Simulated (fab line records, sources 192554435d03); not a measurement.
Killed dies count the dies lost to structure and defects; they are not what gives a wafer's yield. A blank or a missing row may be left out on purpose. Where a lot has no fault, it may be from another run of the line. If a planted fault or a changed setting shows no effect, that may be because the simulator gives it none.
Matching of chambers    flow n5_finfet    N5_BEOL_M6_CMP_52 on cmp-01 has 4 sister chambers
The step polishes, stops on SiCOH lowk, t overpolish 6.9 s, target thk 80 nm. 20 wafers are shown with their chamber, then 10 later ones without.

## WAFERS PAIRED WITH THEIR CHAMBERS
wafer   chamber  motor_current_A (A)  barrier_field_endpoint_s (s)  time_to_endpoint_s (s)
L074.2  1        6.7                  30.8                          70
L074.3  2        6.3                  28.3                          62
L074.5  0        4.5                  29.0                          63
L077.3  0        4.5                  27.3                          56
L077.4  2        6.2                  28.7                          60
L077.6  2        6.5                  28.1                          56
L079.4  2        6.0                  28.7                          61
L079.5  3        5.3                  28.6                          64
L079.6  2        5.6                  29.2                          61
L085.1  3        5.5                  28.5                          60
L085.4  0        4.5                  27.7                          59
L085.5  3        5.2                  27.6                          59
L087.2  3        5.2                  28.2                          59
L087.4  2        6.1                  27.9                          58
L087.5  3        5.1                  27.7                          56
L088.1  0        4.6                  28.7                          58
L088.2  2        6.0                  28.4                          60
L088.4  3        5.2                  29.3                          59
L090.1  2        6.1                  27.9                          59
L090.4  1        6.4                  30.0                          66

SIGNATURES, as means of the wafers listed above
reading                   chamber 0  chamber 1  chamber 2  chamber 3  scatter within a chamber
motor_current_A           4.525      6.550      6.100      5.250      0.198
barrier_field_endpoint_s  28.175     30.400     28.400     28.317     0.596
time_to_endpoint_s        59.00      68.00      59.62      59.50      2.42
Rule: for each reading, subtract the chamber's mean from the wafer's reading, divide by that reading's scatter and square the result; add these up over the readings and take the root, which gives the wafer's distance from the chamber. If the next closest chamber is less than 2 further off than the closest, the wafer can't be placed; otherwise it belongs to the closest. The scatter: the root of (the sum of the squares of (reading less its chamber's mean) over the shown wafers, divided by (wafers less chambers)).

## WAFERS WHOSE CHAMBER IS MISSING
wafer   motor_current_A (A)  barrier_field_endpoint_s (s)  time_to_endpoint_s (s)
L090.5  6.6                  29.4                          60
L089.2  6.9                  28.8                          67
L089.4  4.6                  27.5                          58
L089.5  6.7                  28.8                          64
L092.2  6.1                  28.7                          58
L092.4  4.9                  28.6                          61
L092.6  4.8                  29.0                          59
L095.2  5.6                  28.9                          59
L095.3  4.4                  28.4                          59
L095.4  5.6                  28.8                          58

## CHAMBER TAKEN BY EACH
wafer   from the rows above      in truth
L090.5  can't be placed: 2 or 1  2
L089.2  can't be placed: 1 or 2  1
L089.4  0                        0
L089.5  can't be placed: 1 or 2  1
L092.2  2                        2
L092.4  can't be placed: 3 or 0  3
L092.6  can't be placed: 0 or 3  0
L095.2  can't be placed: 3 or 2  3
L095.3  0                        0
L095.4  can't be placed: 3 or 2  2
3 of 10 placed correctly. Cannot be placed on the basis of these rows: 7; the candidates contain the true chamber in 7. Placed wrongly: 0.
